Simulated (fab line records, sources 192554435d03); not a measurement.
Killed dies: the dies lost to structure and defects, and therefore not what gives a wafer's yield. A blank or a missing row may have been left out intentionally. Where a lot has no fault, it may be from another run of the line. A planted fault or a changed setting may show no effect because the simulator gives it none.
fab line records	flow n5-finfet
record lots=24	wafers=72	last-day=18
route steps=1938 shown BEOL_M13@1696 BEOL_M14@1764 BEOL_M15@1785 MIM_TOP@1834
lots untouched by any fault: they come from a run of this same line in which no faults occurred
start-h: the number of hours between the record's first day and the start of the first shown wafer of the lot	wait-h: how many hours have passed since the lot's step before this one	" same as the row above	L1.1+2: several wafers, shown together as one row	- value missing, or start not given	* or withheld: withheld	< > ~ a bound
route shown NAME@n: a module of which the file shows steps, and the number in the route of the first	usual: the fault-free wafers' mean and standard deviation	same: alike in all rows	chamber/n: place in a boat	sites: readings site by site	_std_site: how widely they spread, as a standard deviation	_edge_site: inner sites' mean taken away from outer sites' mean	radius-mm: for every site, how far away it sits from the centre of the wafer	mask NAME#n: copy n	behind: tool/chamber where the wafer was last shaped	hold: why the lot went on hold/how many hours it stayed there/how the hold came to an end	device: which transistor (n, p or np) failed to switch	end of line: the tests these same wafers got at the end of their route	a step without rows: its recipe alone	killed: dies that structure and defects cost at the first sort, which is not the same as the wafer's yield	map: dies across one wafer; x = killed, . = not, _ = none there
set.NAME: setting as actually run; set.NAME@STEP: the setting as run at that earlier step	model.NAME: the simulator's own value behind a step, which no gauge read
one table for each step of the route and one row for each wafer, over a sample of lots
services: a tool's chamber out of use, with start hour (start-h, from the record's first day; less than 0 if before it), hours out, and reason
## steps
# step N5_BEOL_M13_TRENCH_ETCH_34
# recipe chemistry=C4F8/O2/Ar	target=SiOC	target-depth-a=4134.7	mask-material=SOC	pressure-mtorr=30	source-w=3000	bias-w=700	Ar_flow_sccm=400	C4F8_flow_sccm=15	O2_flow_sccm=8	he-inner-torr=15	he-outer-torr=30	time-s=162.6	ion-energy-ev=250
# usual bias-w=700.0/2.1	drypump-motor-current-A=5.9/0.71	oes-product-au=0.75/0.052	rf-vpp-V=664.6/2.6	showerhead-plenum-p-Torr=3.38/0.086	throttle-valve-pct=24.04/0.18
# same time-s=162.6
lot.wafer	tool	chamber	start-h	wait-h	bias-w	drypump-motor-current-A	oes-product-au	rf-hours-counter-h	rf-vpp-V	showerhead-plenum-p-Torr	throttle-valve-pct
L074.1	rie-diel-04	1	245.58	0.0	699.5	4.7	0.72	177	669.8	3.53	24.01
L074.4	"	3	"	"	700.2	6.8	0.82	81	663.8	3.32	24.09
L074.6	"	0	"	"	700.4	5.4	0.71	-	668.6	3.50	23.96
L076.3	rie-diel-04	0	250.46	0.0	700.5	5.4	0.71	208	668.4	3.50	23.97
L076.4	"	1	"	"	699.9	4.7	0.72	179	667.9	3.53	24.01
L076.6	"	2	"	"	702.2	6.5	0.85	-	663.0	3.34	23.86
L075.3	rie-diel-01	1	251.19	0.0	699.5	4.9	0.69	217	659.8	3.25	24.25
L075.4	"	0	"	"	696.7	5.6	0.78	140	666.1	3.45	24.35
L075.5	"	1	"	"	700.6	4.9	0.69	-	661.3	3.25	24.24
L077.3	rie-diel-01	3	257.96	0.0	699.1	6.4	0.84	60	661.9	3.35	24.20
L077.4	"	0	"	"	696.4	5.6	0.79	142	665.1	3.44	24.34
L077.6	"	2	"	"	703.5	5.2	0.70	-	666.5	3.41	23.96
L078.2	rie-diel-03	0	270.77	0.0	701.7	6.4	0.79	114	663.9	3.40	23.88
L078.4	"	3	"	"	701.4	6.5	0.72	225	664.4	3.35	24.08
L078.6	"	2	"	"	699.9	6.6	0.74	-	661.9	3.26	24.25
L079.1	rie-diel-04	1	279.31	0.0	699.3	4.7	0.72	187	669.0	3.52	24.04
L079.2	"	0	"	"	698.7	5.4	0.70	217	667.8	3.49	23.98
L079.4	"	3	"	"	700.3	6.8	0.81	90	664.3	3.31	24.11
L081.2	rie-diel-04	3	291.29	0.0	703.8	6.7	0.81	94	663.9	3.31	24.12
L081.4	"	1	"	"	698.9	4.7	0.72	190	667.5	3.52	24.05
L081.6	"	3	"	"	702.6	6.7	0.80	-	662.8	3.31	24.10
L080.1	rie-diel-03	2	307.26	0.0	697.2	6.7	0.72	210	662.4	3.25	24.28
L080.3	"	3	"	"	699.3	6.4	0.70	236	663.5	3.34	24.11
L080.6	"	0	"	"	696.8	6.4	0.76	-	666.5	3.40	23.91
L083.1	rie-diel-04	3	311.59	0.0	702.3	6.8	0.80	99	661.9	3.31	24.11
L083.4	"	1	"	"	699.8	4.7	0.71	195	668.1	3.52	24.04
L083.5	"	2	"	"	701.2	6.5	0.83	-	663.4	3.33	23.88
L082.1	rie-diel-03	2	323.31	0.0	700.2	6.6	0.72	214	660.3	3.25	24.28
L082.2	"	1	"	"	695.9	5.4	0.79	81	666.3	3.45	23.72
L082.6	"	2	"	"	696.3	6.6	0.72	-	660.7	3.25	24.29
L085.2	rie-diel-03	0	326.20	0.0	702.0	6.4	0.77	129	667.1	3.40	23.92
L085.4	"	3	"	"	701.7	6.4	0.70	240	663.6	3.34	24.11
L085.5	"	2	"	"	701.0	6.6	0.73	-	661.7	3.25	24.28
L087.3	rie-diel-03	3	337.84	0.0	697.8	6.4	0.70	243	664.7	3.34	24.10
L087.4	"	2	"	"	700.3	6.6	0.72	218	661.5	3.25	24.30
L087.6	"	1	"	"	699.6	5.3	0.80	-	667.6	3.45	23.71
L086.1	rie-diel-03	3	339.43	0.0	701.1	6.5	0.70	243	664.6	3.34	24.10
L086.3	"	0	"	"	701.3	6.4	0.77	134	665.0	3.39	23.92
L086.5	"	0	"	"	698.2	6.4	0.76	-	665.5	3.39	23.92
L084.3	rie-diel-01	0	341.13	0.0	699.5	5.6	0.76	164	667.8	3.43	24.38
L084.5	"	2	"	"	704.1	5.2	0.68	-	664.5	3.40	23.99
L084.6	"	3	"	"	703.2	6.4	0.82	-	661.2	3.34	24.23
L089.4	rie-diel-03	2	356.47	0.0	697.9	6.7	0.71	225	660.8	3.24	24.28
L089.5	"	2	"	"	696.8	6.6	0.71	-	659.9	3.24	24.29
L089.6	"	1	"	"	697.4	5.3	0.78	-	665.3	3.45	23.74
L091.1	rie-diel-04	0	361.17	0.0	697.5	5.4	0.69	236	667.9	3.48	24.01
L091.2	"	3	"	"	702.7	6.7	0.78	112	662.3	3.30	24.14
L091.3	"	1	"	"	701.6	4.7	0.70	207	668.3	3.51	24.05
L088.2	rie-diel-01	1	361.40	0.0	702.3	4.9	0.67	248	662.3	3.24	24.28
L088.5	"	2	"	"	700.5	5.2	0.68	-	665.0	3.40	23.98
L088.6	"	3	"	"	697.0	6.4	0.81	-	662.5	3.33	24.23
L094.1	rie-diel-03	2	370.24	0.0	701.9	6.6	0.71	230	661.2	3.24	24.29
L094.4	"	2	"	"	702.6	6.7	0.71	-	660.7	3.24	24.30
L094.6	"	1	"	"	701.8	5.4	0.79	-	666.7	3.44	23.75
L090.1	rie-diel-04	1	378.47	0.0	698.4	4.7	0.69	212	669.0	3.51	24.05
L090.3	"	2	"	"	701.1	6.5	0.81	77	662.5	3.32	23.92
L090.5	"	0	"	"	696.8	5.4	0.69	-	668.4	3.48	24.03
L096.2	rie-diel-04	3	385.52	0.0	698.7	6.8	0.78	120	663.4	3.30	24.14
L096.4	"	1	"	"	703.7	4.7	0.70	214	668.2	3.51	24.04
L096.6	"	3	"	"	699.9	6.7	0.77	-	661.5	3.30	24.15
L093.2	rie-diel-03	2	385.85	0.0	699.9	6.6	0.71	237	660.8	3.24	24.32
L093.5	"	1	"	"	699.0	5.3	0.78	-	666.3	3.44	23.75
L093.6	"	2	"	"	701.3	6.6	0.71	-	659.6	3.24	24.31
L092.3	rie-diel-03	0	386.64	0.0	698.8	6.4	0.74	153	665.6	3.38	23.94
L092.5	"	0	"	"	697.9	6.4	0.75	-	665.5	3.38	23.93
L092.6	"	1	"	"	700.2	5.4	0.78	-	665.6	3.44	23.75
L095.1	rie-diel-01	3	391.43	0.0	698.5	6.4	0.79	95	661.5	3.33	24.24
L095.3	"	2	"	"	696.2	5.2	0.67	226	665.9	3.39	23.99
L095.4	"	0	"	"	703.5	5.6	0.75	-	664.9	3.42	24.41
L097.1	rie-diel-04	2	399.35	0.0	696.6	6.5	0.79	84	661.7	3.31	23.93
L097.5	"	2	"	"	699.1	6.5	0.80	-	661.9	3.31	23.92
L097.6	"	1	"	"	698.3	4.7	0.69	-	668.9	3.51	24.07
# step N5_BEOL_M14_SPUTTER_45
# recipe material=Cu	target-thk-a=1000	temp-c=-20	bias-v=60	power-w=26000	chamber-pressure-pa=0.13	time-s=16.67
# usual throttle-valve-pct=30.2/0.99
# same time-s=16.67
lot.wafer	tool	chamber	start-h	wait-h	throttle-valve-pct
L074.1	pvd-sputter-02	-	253.68	0.0	31.8
L074.4	"	-	"	"	29.7
L074.6	"	-	"	"	28.3
L076.3	pvd-sputter-03	-	261.18	0.0	31.4
L076.4	"	-	"	"	30.1
L076.6	"	-	"	"	30.1
L075.3	pvd-sputter-02	-	261.27	0.0	28.4
L075.4	"	-	"	"	30.0
L075.5	"	-	"	"	30.1
L077.3	pvd-sputter-01	-	266.34	0.0	31.7
L077.4	"	-	"	"	29.9
L077.6	"	-	"	"	30.2
L078.2	pvd-sputter-01	-	279.59	0.0	30.2
L078.4	"	-	"	"	31.5
L078.6	"	-	"	"	29.8
L079.1	pvd-sputter-03	-	287.92	0.0	30.2
L079.2	"	-	"	"	31.4
L079.4	"	-	"	"	29.0
L081.2	pvd-sputter-03	-	299.24	0.0	30.5
L081.4	"	-	"	"	28.6
L081.6	"	-	"	"	28.6
L080.1	pvd-sputter-01	-	314.12	0.0	30.2
L080.3	"	-	"	"	32.0
L080.6	"	-	"	"	29.9
L083.1	pvd-sputter-02	-	319.70	0.0	28.3
L083.4	"	-	"	"	30.1
L083.5	"	-	"	"	30.0
L082.1	pvd-sputter-01	-	335.00	0.0	29.9
L082.2	"	-	"	"	30.0
L082.6	"	-	"	"	29.7
L085.2	pvd-sputter-02	-	337.66	0.0	30.2
L085.4	"	-	"	"	31.9
L085.5	"	-	"	"	28.3
L087.3	pvd-sputter-01	-	348.03	0.0	29.6
L087.4	"	-	"	"	31.5
L087.6	"	-	"	"	30.1
L086.1	pvd-sputter-03	-	348.31	0.0	31.2
L086.3	"	-	"	"	30.2
L086.5	"	-	"	"	31.4
L084.3	pvd-sputter-01	-	348.43	0.0	30.0
L084.5	"	-	"	"	29.9
L084.6	"	-	"	"	30.1
L089.4	pvd-sputter-03	-	366.66	0.0	29.0
L089.5	"	-	"	"	30.3
L089.6	"	-	"	"	31.4
L091.1	pvd-sputter-03	-	370.48	0.0	28.6
L091.2	"	-	"	"	31.6
L091.3	"	-	"	"	30.0
L088.2	pvd-sputter-03	-	370.92	0.0	31.3
L088.5	"	-	"	"	31.4
L088.6	"	-	"	"	28.7
L094.1	pvd-sputter-02	-	379.49	0.0	29.9
L094.4	"	-	"	"	28.4
L094.6	"	-	"	"	30.0
L090.1	pvd-sputter-01	-	384.19	0.0	29.7
L090.3	"	-	"	"	29.9
L090.5	"	-	"	"	31.8
L096.2	pvd-sputter-02	-	394.52	0.0	28.5
L096.4	"	-	"	"	29.7
L096.6	"	-	"	"	29.8
L093.2	pvd-sputter-01	-	398.43	0.0	30.1
L093.5	"	-	"	"	31.9
L093.6	"	-	"	"	29.9
L092.3	pvd-sputter-03	-	398.50	0.0	28.7
L092.5	"	-	"	"	29.1
L092.6	"	-	"	"	31.3
L095.1	pvd-sputter-02	-	408.14	0.0	31.6
L095.3	"	-	"	"	29.7
L095.4	"	-	"	"	30.2
L097.1	pvd-sputter-03	-	408.63	0.0	31.2
L097.5	"	-	"	"	30.1
L097.6	"	-	"	"	28.9
# step N5_BEOL_M15_INSPECT_12
# recipe mode=adi	inspect-instrument=macro
# usual raw-defect-count=1.9/1.4
lot.wafer	tool	chamber	start-h	wait-h	raw-defect-count
L074.1	defect-inspect-02	-	255.50	0.0	3
L074.4	"	-	"	"	1
L074.6	"	-	"	"	2
L076.3	defect-inspect-01	-	263.14	0.0	2
L076.4	"	-	"	"	2
L076.6	"	-	"	"	2
L075.3	defect-inspect-02	-	263.30	0.0	0
L075.4	"	-	"	"	1
L075.5	"	-	"	"	0
L077.3	defect-inspect-01	-	268.19	0.0	3
L077.4	"	-	"	"	1
L077.6	"	-	"	"	2
L078.2	defect-inspect-02	-	281.41	0.0	5
L078.4	"	-	"	"	1
L078.6	"	-	"	"	1
L079.1	defect-inspect-02	-	289.87	0.0	3
L079.2	"	-	"	"	2
L079.4	"	-	"	"	2
L081.2	defect-inspect-01	-	301.09	0.0	2
L081.4	"	-	"	"	2
L081.6	"	-	"	"	0
L080.1	defect-inspect-01	-	316.43	0.0	2
L080.3	"	-	"	"	0
L080.6	"	-	"	"	1
L083.1	defect-inspect-02	-	321.40	0.0	2
L083.4	"	-	"	"	3
L083.5	"	-	"	"	2
L082.1	defect-inspect-01	-	336.79	0.0	3
L082.2	"	-	"	"	0
L082.6	"	-	"	"	2
L085.2	defect-inspect-02	-	339.48	0.0	2
L085.4	"	-	"	"	2
L085.5	"	-	"	"	4
L087.3	defect-inspect-01	-	349.77	0.0	1
L087.4	"	-	"	"	1
L087.6	"	-	"	"	3
L086.1	defect-inspect-01	-	350.00	0.0	2
L086.3	"	-	"	"	3
L086.5	"	-	"	"	2
L084.3	defect-inspect-02	-	350.99	0.0	1
L084.5	"	-	"	"	3
L084.6	"	-	"	"	0
L089.4	defect-inspect-01	-	368.58	0.0	2
L089.5	"	-	"	"	5
L089.6	"	-	"	"	1
L091.1	defect-inspect-01	-	372.31	0.0	1
L091.2	"	-	"	"	3
L091.3	"	-	"	"	3
L088.2	defect-inspect-02	-	372.74	0.0	1
L088.5	"	-	"	"	3
L088.6	"	-	"	"	3
L094.1	defect-inspect-01	-	381.34	0.0	3
L094.4	"	-	"	"	1
L094.6	"	-	"	"	2
L090.1	defect-inspect-02	-	385.90	0.0	4
L090.3	"	-	"	"	1
L090.5	"	-	"	"	2
L096.2	defect-inspect-02	-	396.52	0.0	4
L096.4	"	-	"	"	0
L096.6	"	-	"	"	1
L093.2	defect-inspect-02	-	400.25	0.0	2
L093.5	"	-	"	"	2
L093.6	"	-	"	"	2
L092.3	defect-inspect-02	-	400.42	0.0	0
L092.5	"	-	"	"	1
L092.6	"	-	"	"	5
L095.1	defect-inspect-02	-	410.41	0.0	2
L095.3	"	-	"	"	1
L095.4	"	-	"	"	1
L097.1	defect-inspect-02	-	411.22	0.0	3
L097.5	"	-	"	"	1
L097.6	"	-	"	"	0
# step N5_BEOL_M15_STRIP_64
# recipe chemistry=O2	power-w=600	temp-c=60	pressure-mtorr=30	rf-frequency-hz=6e+07	bias-power-w=0	overash-fraction=0.3	o2-flow-sccm=225
# usual drypump-motor-current-A=5.9/0.69	oes-product-au=0.75/0.056	rf-vpp-V=3.7/0.5	showerhead-plenum-p-Torr=2.07/0.057	throttle-valve-pct=16.65/0.19
lot.wafer	tool	chamber	start-h	wait-h	drypump-motor-current-A	oes-product-au	rf-hours-counter-h	rf-vpp-V	showerhead-plenum-p-Torr	throttle-valve-pct
L074.1	rie-diel-01	3	-	-	6.4	0.83	59	3.8	2.05	16.59
L074.4	"	0	"	"	5.6	0.78	142	3.7	2.11	16.81
L074.6	"	2	"	"	5.2	0.70	-	3.9	2.07	16.36
L076.3	rie-diel-04	3	-	-	6.7	0.81	85	3.6	2.04	16.60
L076.4	"	0	"	"	5.4	0.71	212	4.3	2.17	16.70
L076.6	"	0	"	"	5.4	0.70	-	4.7	2.17	16.69
L075.3	rie-diel-03	2	-	-	6.6	0.74	196	3.4	2.01	16.89
L075.4	"	0	"	"	6.4	0.79	111	3.5	2.10	16.48
L075.5	"	1	"	"	5.4	0.82	-	3.5	2.12	16.22
L077.3	rie-diel-01	3	-	-	6.4	0.83	63	3.2	2.05	16.60
L077.4	"	2	"	"	5.2	0.70	189	3.5	2.07	16.37
L077.6	"	3	"	"	6.4	0.84	-	3.9	2.05	16.60
L078.2	rie-diel-01	3	-	-	6.4	0.84	66	3.2	2.04	16.60
L078.4	"	1	"	"	4.9	0.68	226	3.4	1.98	16.76
L078.6	"	2	"	"	5.2	0.70	-	3.9	2.07	16.39
L079.1	rie-diel-03	2	-	-	6.6	0.74	204	4.0	2.01	16.91
L079.2	"	1	"	"	5.3	0.80	74	3.6	2.12	16.23
L079.4	"	0	"	"	6.4	0.79	119	3.8	2.10	16.50
L081.2	rie-diel-03	3	-	-	6.5	0.70	234	3.7	2.04	16.66
L081.4	"	0	"	"	6.4	0.77	-	2.7	2.10	16.51
L081.6	"	2	"	"	6.6	0.73	-	3.2	2.01	16.90
L080.1	rie-diel-01	0	-	-	5.6	0.76	157	4.1	2.11	16.85
L080.3	"	2	"	"	5.2	0.68	201	3.3	2.06	16.40
L080.6	"	2	"	"	5.2	0.69	-	4.7	2.06	16.39
L083.1	rie-diel-01	2	-	-	5.2	0.69	203	3.9	2.06	16.40
L083.4	"	3	"	"	6.4	0.82	76	3.7	2.04	16.63
L083.5	"	0	"	"	5.6	0.77	-	3.4	2.11	16.84
L082.1	rie-diel-03	3	-	-	6.4	0.70	242	3.0	2.04	16.66
L082.2	"	2	"	"	6.6	0.73	218	2.4	2.00	16.93
L082.6	"	1	"	"	5.4	0.79	-	4.4	2.12	16.24
L085.2	rie-diel-01	2	-	-	5.2	0.69	208	4.7	2.06	16.41
L085.4	"	0	"	"	5.6	0.77	163	3.8	2.10	16.85
L085.5	"	1	"	"	4.9	0.67	-	3.7	1.97	16.79
L087.3	rie-diel-03	2	-	-	6.6	0.72	222	4.1	2.00	16.93
L087.4	"	1	"	"	5.3	0.79	89	3.1	2.12	16.27
L087.6	"	3	"	"	6.5	0.69	-	4.6	2.04	16.68
L086.1	rie-diel-01	3	-	-	6.4	0.81	83	3.6	2.04	16.63
L086.3	"	2	"	"	5.2	0.69	211	3.1	2.06	16.42
L086.5	"	0	"	"	5.6	0.76	-	2.8	2.10	16.86
L084.3	rie-diel-04	1	-	-	4.7	0.71	204	3.0	2.17	16.64
L084.5	"	2	"	"	6.5	0.81	-	3.8	2.06	16.53
L084.6	"	1	"	"	4.7	0.71	-	3.5	2.17	16.64
L089.4	rie-diel-04	3	-	-	6.7	0.79	114	4.8	2.03	16.65
L089.5	"	1	"	"	4.7	0.71	-	3.8	2.17	16.64
L089.6	"	2	"	"	6.4	0.82	-	3.2	2.05	16.52
L091.1	rie-diel-01	3	-	-	6.4	0.79	90	4.5	2.04	16.64
L091.2	"	2	"	"	5.2	0.67	217	3.8	2.06	16.41
L091.3	"	0	"	"	5.6	0.75	172	3.3	2.10	16.87
L088.2	rie-diel-03	2	-	-	6.6	0.71	231	3.4	2.00	16.94
L088.5	"	2	"	"	6.6	0.70	-	3.4	2.00	16.95
L088.6	"	1	"	"	5.3	0.77	-	4.0	2.11	16.26
L094.1	rie-diel-04	1	-	-	4.7	0.70	213	3.5	2.17	16.63
L094.4	"	3	"	"	6.7	0.78	118	3.6	2.03	16.65
L094.6	"	2	"	"	6.6	0.81	-	4.3	2.05	16.53
L090.1	rie-diel-01	2	-	-	5.2	0.67	224	3.6	2.06	16.43
L090.3	"	2	"	"	5.2	0.67	-	3.4	2.06	16.43
L090.5	"	2	"	"	5.2	0.68	-	2.7	2.06	16.45
L096.2	rie-diel-04	1	-	-	4.7	0.69	218	3.1	2.16	16.68
L096.4	"	2	"	"	6.5	0.80	83	4.1	2.05	16.54
L096.6	"	2	"	"	6.5	0.80	-	3.6	2.05	16.55
L093.2	rie-diel-01	3	-	-	6.5	0.79	97	3.2	2.03	16.65
L093.5	"	1	"	"	4.9	0.96	-	3.8	2.23	16.36
L093.6	"	0	"	"	5.6	0.75	-	3.7	2.10	16.89
L092.3	rie-diel-04	0	-	-	5.4	0.69	250	4.5	2.15	16.76
L092.5	"	0	"	"	5.4	0.68	-	4.0	2.15	16.75
L092.6	"	3	"	"	6.8	0.76	-	3.2	2.02	16.68
L095.1	rie-diel-03	0	-	-	6.4	0.75	157	3.6	2.09	16.58
L095.3	"	0	"	"	6.4	0.75	-	3.0	2.09	16.57
L095.4	"	2	"	"	6.6	0.72	-	3.2	2.00	16.97
L097.1	rie-diel-03	0	-	-	6.4	0.75	158	4.2	2.09	16.58
L097.5	"	0	"	"	6.4	0.75	-	4.0	2.09	16.58
L097.6	"	2	"	"	6.6	0.71	-	4.7	2.00	16.99
# step N5_BEOL_M15_DEGAS_41
# recipe ambient=vacuum	temp-c=300	time-s=60
# usual heater-power-w=471/39
# same time-s=60
lot.wafer	tool	chamber	start-h	wait-h	heater-power-w
L074.1	pvd-sputter-02	-	257.86	0.2	477
L074.4	"	-	"	"	468
L074.6	"	-	"	"	461
L076.3	pvd-sputter-01	-	266.46	0.6	415
L076.4	"	-	"	"	555
L076.6	"	-	"	"	416
L075.3	pvd-sputter-03	-	266.51	0.6	405
L075.4	"	-	"	"	470
L075.5	"	-	"	"	412
L077.3	pvd-sputter-01	-	270.62	0.2	413
L077.4	"	-	"	"	410
L077.6	"	-	"	"	511
L078.2	pvd-sputter-03	-	285.36	0.6	473
L078.4	"	-	"	"	418
L078.6	"	-	"	"	463
L079.1	pvd-sputter-02	-	293.83	1.2	469
L079.2	"	-	"	"	468
L079.4	"	-	"	"	496
L081.2	pvd-sputter-03	-	304.91	0.2	471
L081.4	"	-	"	"	502
L081.6	"	-	"	"	406
L080.1	pvd-sputter-02	-	319.96	0.4	493
L080.3	"	-	"	"	454
L080.6	"	-	"	"	488
L083.1	pvd-sputter-01	-	326.24	0.5	414
L083.4	"	-	"	"	553
L083.5	"	-	"	"	408
L082.1	pvd-sputter-01	-	340.47	0.1	412
L082.2	"	-	"	"	418
L082.6	"	-	"	"	532
L085.2	pvd-sputter-03	-	342.98	0.7	509
L085.4	"	-	"	"	476
L085.5	"	-	"	"	506
L087.3	pvd-sputter-02	-	353.18	0.4	464
L087.4	"	-	"	"	477
L087.6	"	-	"	"	475
L086.1	pvd-sputter-03	-	353.24	0.2	462
L086.3	"	-	"	"	408
L086.5	"	-	"	"	401
L084.3	pvd-sputter-02	-	356.34	0.5	466
L084.5	"	-	"	"	498
L084.6	"	-	"	"	481
L089.4	pvd-sputter-03	-	373.80	0.2	397
L089.5	"	-	"	"	467
L089.6	"	-	"	"	472
L091.1	pvd-sputter-02	-	374.97	0.1	483
L091.2	"	-	"	"	473
L091.3	"	-	"	"	508
L088.2	pvd-sputter-01	-	375.71	0.3	533
L088.5	"	-	"	"	417
L088.6	"	-	"	"	409
L094.1	pvd-sputter-03	-	386.79	0.5	497
L094.4	"	-	"	"	415
L094.6	"	-	"	"	500
L090.1	pvd-sputter-01	-	394.21	0.2	511
L090.3	"	-	"	"	425
L090.5	"	-	"	"	551
L096.2	pvd-sputter-03	-	401.38	0.2	512
L096.4	"	-	"	"	415
L096.6	"	-	"	"	417
L093.2	pvd-sputter-02	-	405.18	0.2	500
L093.5	"	-	"	"	463
L093.6	"	-	"	"	510
L092.3	pvd-sputter-02	-	408.22	0.5	478
L092.5	"	-	"	"	472
L092.6	"	-	"	"	467
L095.1	pvd-sputter-02	-	413.43	0.2	462
L095.3	"	-	"	"	509
L095.4	"	-	"	"	468
L097.1	pvd-sputter-01	-	416.37	0.2	419
L097.5	"	-	"	"	505
L097.6	"	-	"	"	415
# step N5_MIM_TOP_ALD_00
# recipe material=Al2O3	target-thk-a=*	temp-c=withheld	ald-precursor-family=TMA	ald-co-reactant=O3	pulse-time-s=withheld	purge-time-s=3	co-reactant-purge-time-s=withheld	co-reactant-pulse-time-s=3	ald-cycles=withheld
# usual precursor-pulse-height-rel=1.001/0.018
lot.wafer	tool	chamber	start-h	wait-h	precursor-pulse-height-rel
L074.1	ald-hk-03	1	260.85	0.1	1.008
L074.4	"	0	"	"	1.020
L074.6	"	1	"	"	0.967
L076.3	ald-hk-01	3	270.32	0.1	1.007
L076.4	"	1	"	"	1.008
L076.6	"	2	"	"	0.988
L075.3	ald-hk-03	1	270.44	0.1	1.000
L075.4	"	3	"	"	1.024
L075.5	"	2	"	"	1.000
L077.3	ald-hk-02	2	274.24	0.1	1.007
L077.4	"	1	"	"	0.985
L077.6	"	0	"	"	1.012
L078.2	ald-hk-03	3	287.90	0.1	0.979
L078.4	"	0	"	"	1.042
L078.6	"	3	"	"	1.040
L079.1	ald-hk-03	2	298.44	0.1	1.011
L079.2	"	1	"	"	1.010
L079.4	"	0	"	"	1.006
L081.2	ald-hk-01	1	308.29	0.1	1.025
L081.4	"	3	"	"	1.026
L081.6	"	0	"	"	0.992
L080.1	ald-hk-03	3	323.06	0.1	0.999
L080.3	"	2	"	"	1.012
L080.6	"	0	"	"	0.997
L083.1	ald-hk-02	2	330.68	0.1	0.963
L083.4	"	0	"	"	1.053
L083.5	"	1	"	"	1.015
L082.1	ald-hk-02	1	343.58	0.1	1.014
L082.2	"	2	"	"	1.034
L082.6	"	2	"	"	1.022
L085.2	ald-hk-01	2	347.59	0.1	0.997
L085.4	"	3	"	"	1.008
L085.5	"	3	"	"	0.983
L087.3	ald-hk-02	3	356.46	0.1	1.008
L087.4	"	2	"	"	1.002
L087.6	"	3	"	"	0.995
L086.1	ald-hk-03	2	356.88	0.1	0.997
L086.3	"	1	"	"	1.004
L086.5	"	1	"	"	1.009
L084.3	ald-hk-02	3	360.02	0.1	1.005
L084.5	"	0	"	"	0.975
L084.6	"	3	"	"	1.005
L089.4	ald-hk-01	0	376.61	0.1	0.973
L089.5	"	3	"	"	0.978
L089.6	"	0	"	"	1.006
L091.1	ald-hk-02	0	379.07	0.1	1.017
L091.2	"	2	"	"	0.997
L091.3	"	1	"	"	1.008
L088.2	ald-hk-03	1	379.19	0.1	1.033
L088.5	"	3	"	"	0.993
L088.6	"	0	"	"	1.013
L094.1	ald-hk-02	1	389.45	0.1	0.966
L094.4	"	0	"	"	1.000
L094.6	"	2	"	"	1.001
L090.1	ald-hk-02	0	397.92	0.1	0.992
L090.3	"	3	"	"	1.017
L090.5	"	0	"	"	0.999
L096.2	ald-hk-02	0	407.07	0.1	1.004
L096.4	"	3	"	"	1.008
L096.6	"	1	"	"	1.002
L093.2	ald-hk-01	0	408.30	0.1	0.995
L093.5	"	3	"	"	1.004
L093.6	"	2	"	"	0.963
L092.3	ald-hk-03	2	413.33	0.1	1.005
L092.5	"	2	"	"	1.036
L092.6	"	1	"	"	1.040
L095.1	ald-hk-03	1	416.52	0.1	0.987
L095.3	"	2	"	"	0.998
L095.4	"	3	"	"	1.011
L097.1	ald-hk-02	0	420.47	0.1	1.021
L097.5	"	3	"	"	0.994
L097.6	"	0	"	"	0.988
## services
tool	chamber	start-h	hours	kind
rie-diel-01	3	233.71	4.6	repair
rie-diel-03	-	247.81	0.9	repair
ald-hk-02	-	287.45	14.6	repair
rie-diel-03	1	292.57	11.4	repair
rie-diel-04	-	307.34	1.1	repair
rie-diel-03	3	329.30	4.3	repair
rie-diel-04	3	332.64	7.5	repair
rie-diel-04	0	334.08	6.7	repair
rie-diel-03	3	348.00	1.3	repair
ald-hk-01	-	353.62	2.3	repair
rie-diel-03	3	361.07	-	clean
rie-diel-03	3	361.07	-	consumable-replace:focus-ring
rie-diel-03	3	361.07	29.4	scheduled-down
rie-diel-03	3	361.07	29.4	vent-cycle
rie-diel-01	1	372.75	-	clean
rie-diel-01	1	372.75	-	consumable-replace:focus-ring
rie-diel-01	1	372.75	-	consumable-replace:showerhead
rie-diel-01	1	372.75	22.7	scheduled-down
rie-diel-01	1	372.75	22.7	vent-cycle
rie-diel-01	3	380.65	7.9	repair
rie-diel-03	-	390.96	14.6	pm
pvd-sputter-03	-	393.82	0.9	repair
ald-hk-01	-	399.37	8.7	pm
rie-diel-01	2	399.94	1.9	repair
## key
fault none
